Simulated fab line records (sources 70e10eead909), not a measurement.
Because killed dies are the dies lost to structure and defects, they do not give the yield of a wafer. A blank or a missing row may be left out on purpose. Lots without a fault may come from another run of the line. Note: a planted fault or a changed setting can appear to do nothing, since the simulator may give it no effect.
What tool caused it? + flow nandHarc + 14 lots with 42 wafers sampled at 5 steps, on a route of 1302 steps

WHAT THE GAUGES READ, wafer by wafer
NHARC_A_SOURCE_PLATE_INSPECT_08.
| lot  | measured     | on               | rawDefectCount |
|------|--------------|------------------|----------------|
| L374 | day 7 11:32  | defectInspect-01 | 79 33 36       |
| L375 | day 8 00:29  | defectInspect-01 | 62 84 59       |
| L377 | day 9 03:28  | defectInspect-02 | 83 52 58       |
| L378 | day 9 06:56  | defectInspect-02 | 100 65 71      |
| L379 | day 9 22:56  | defectInspect-02 | 66 37 48       |
| L380 | day 10 09:08 | defectInspect-01 | 149 77 134     |
| L382 | day 11 05:22 | defectInspect-02 | 120 78 103     |
| L383 | day 11 05:23 | defectInspect-01 | 59 78 66       |
| L385 | day 12 10:09 | defectInspect-02 | 102 59 63      |
| L386 | day 12 14:37 | defectInspect-01 | 51 90 72       |
| L387 | day 13 17:13 | defectInspect-02 | 65 56 86       |
| L389 | day 14 02:54 | defectInspect-01 | 48 64 63       |
| L390 | day 14 10:19 | defectInspect-01 | 38 67 56       |
| L391 | day 14 19:25 | defectInspect-02 | 56 61 40       |

NHARC_A_ONON_D1_THK_MEAS_18: measures by ellipsometry.
| lot  | measured     | on           | thkNm (nm)     |
|------|--------------|--------------|----------------|
| L374 | day 7 23:28  | filmMetro-02 | 1019 1019 1019 |
| L375 | day 8 11:19  | filmMetro-02 | 995 995 993    |
| L377 | day 9 14:10  | filmMetro-01 | 1007 1008 1007 |
| L378 | day 9 17:22  | filmMetro-02 | 990 989 988    |
| L379 | day 10 11:44 | filmMetro-01 | 1002 1003 1004 |
| L380 | day 10 19:34 | filmMetro-02 | 1005 1005 1005 |
| L382 | day 11 16:01 | filmMetro-02 | 1006 1005 1005 |
| L383 | day 11 16:01 | filmMetro-01 | 1021 1021 1020 |
| L385 | day 12 20:34 | filmMetro-01 | 1010 1010 1009 |
| L386 | day 13 01:19 | filmMetro-01 | 1003 1003 1004 |
| L387 | day 14 03:50 | filmMetro-02 | 987 987 986    |
| L389 | day 14 15:08 | filmMetro-02 | 1003 1005 1005 |
| L390 | day 14 21:59 | filmMetro-02 | 1008 1008 1008 |
| L391 | day 15 06:03 | filmMetro-02 | 1010 1009 1010 |

NHARC_A_ONON_D1_THK_MEAS_21: measures by ellipsometry.
| lot  | measured     | on           | thkNm (nm)     |
|------|--------------|--------------|----------------|
| L374 | day 8 00:02  | filmMetro-01 | 1008 1007 1007 |
| L375 | day 8 11:52  | filmMetro-01 | 997 997 996    |
| L377 | day 9 14:44  | filmMetro-02 | 1017 1017 1019 |
| L378 | day 9 17:56  | filmMetro-01 | 984 984 985    |
| L379 | day 10 12:22 | filmMetro-02 | 974 975 974    |
| L380 | day 10 20:08 | filmMetro-02 | 1006 1006 1007 |
| L382 | day 11 16:35 | filmMetro-01 | 1019 1019 1018 |
| L383 | day 11 16:35 | filmMetro-02 | 1012 1010 1011 |
| L385 | day 12 21:08 | filmMetro-02 | 996 996 996    |
| L386 | day 13 01:52 | filmMetro-02 | 996 996 995    |
| L387 | day 14 04:24 | filmMetro-02 | 1020 1019 1019 |
| L389 | day 14 15:43 | filmMetro-02 | 1011 1011 1010 |
| L390 | day 14 22:34 | filmMetro-02 | 993 615 992    |
| L391 | day 15 06:38 | filmMetro-02 | 1000 621 998   |

NHARC_END_SORT_01.
| lot  | measured     | on        | killedAtArray | killedAtOther | killedAtPeriphery | killedDies | killedOpen | killedShort |
|------|--------------|-----------|---------------|---------------|-------------------|------------|------------|-------------|
| L385 | day 28 16:50 | prober-01 | 51 40 52      | 0 1 0         | 7 4 4             | 58 45 56   | 3 0 1      | 1 1 1       |
| L390 | day 30 13:58 | prober-02 | 83 666 73     | 0 1 0         | 3 10 6            | 86 677 79  | 6 4 5      | 4 6 2       |
| L391 | day 32 04:00 | prober-02 | 36 676 36     | 0 0 0         | 5 1 5             | 41 677 41  | 4 1 3      | 4 0 0       |

WHAT TOOL EACH LOT RAN ON (gives the tool, then ch and the chambers of the sampled wafers, and finally the start)
| lot  | NHARC_A_ONON_D1_DEP_19          |
|------|---------------------------------|
| L374 | pecvdOnon-02 ch 0, day 7 23:34  |
| L375 | pecvdOnon-03 ch 0, day 8 11:25  |
| L377 | pecvdOnon-03 ch 0, day 9 14:13  |
| L378 | pecvdOnon-01 ch 0, day 9 17:29  |
| L379 | pecvdOnon-02 ch 0, day 10 11:53 |
| L380 | pecvdOnon-01 ch 0, day 10 19:44 |
| L382 | pecvdOnon-02 ch 0, day 11 16:04 |
| L383 | pecvdOnon-01 ch 0, day 11 16:08 |
| L385 | pecvdOnon-03 ch 0, day 12 20:38 |
| L386 | pecvdOnon-03 ch 0, day 13 01:25 |
| L387 | pecvdOnon-02 ch 0, day 14 03:53 |
| L389 | pecvdOnon-02 ch 0, day 14 15:12 |
| L390 | pecvdOnon-03 ch 0, day 14 22:03 |
| L391 | pecvdOnon-03 ch 0, day 15 06:10 |
- NHARC_A_ONON_D1_DEP_19: target thk 1000 nm.

AS READ BY THE TOOLS THEMSELVES (means over the sampled wafers that have a number; for cases with no such wafer, the mark the record gives instead)
The record holds no such reading with a usual standard deviation.

THE ANSWER, worked out from the rows above alone
Rule: the usual values come from the lots themselves. Put in order of their means at a reading, lots are off if they are a third of the lots or fewer, leave a main group of 4 or more, and stand apart from it by a gap of 3 or more times the standard deviation of the main group's means; of several such gaps the widest counts. The tables above print the reading to a certain number of digits; a main group whose means all agree to those digits is not used. Also off: a lot with no number at a reading for which 4 or more lots have one. Where the step has rows for the other lots, those lots are counted as sound. First the gauges in route order, then the tools' own readings, where a lot's mean is used as printed above. At the first step where some lot is off, the reading lying furthest off is the one used; lots without a number count as furthest.
Off, at NHARC_A_ONON_D1_THK_MEAS_21 on thkNm: L390, L391. The main group has a mean of 1003 nm with a standard deviation of 14.
If a tool, at a process step before that reading, ran all the lots that are off and no sound lot after the first of them, it fits. Those tools and the gauges at NHARC_A_ONON_D1_THK_MEAS_21 are tried in the same way. This does not decide it: 2 tools fit, namely pecvdOnon-03 at NHARC_A_ONON_D1_DEP_19 and filmMetro-02 at NHARC_A_ONON_D1_THK_MEAS_21.

WHAT THE SIMULATOR PUT IN
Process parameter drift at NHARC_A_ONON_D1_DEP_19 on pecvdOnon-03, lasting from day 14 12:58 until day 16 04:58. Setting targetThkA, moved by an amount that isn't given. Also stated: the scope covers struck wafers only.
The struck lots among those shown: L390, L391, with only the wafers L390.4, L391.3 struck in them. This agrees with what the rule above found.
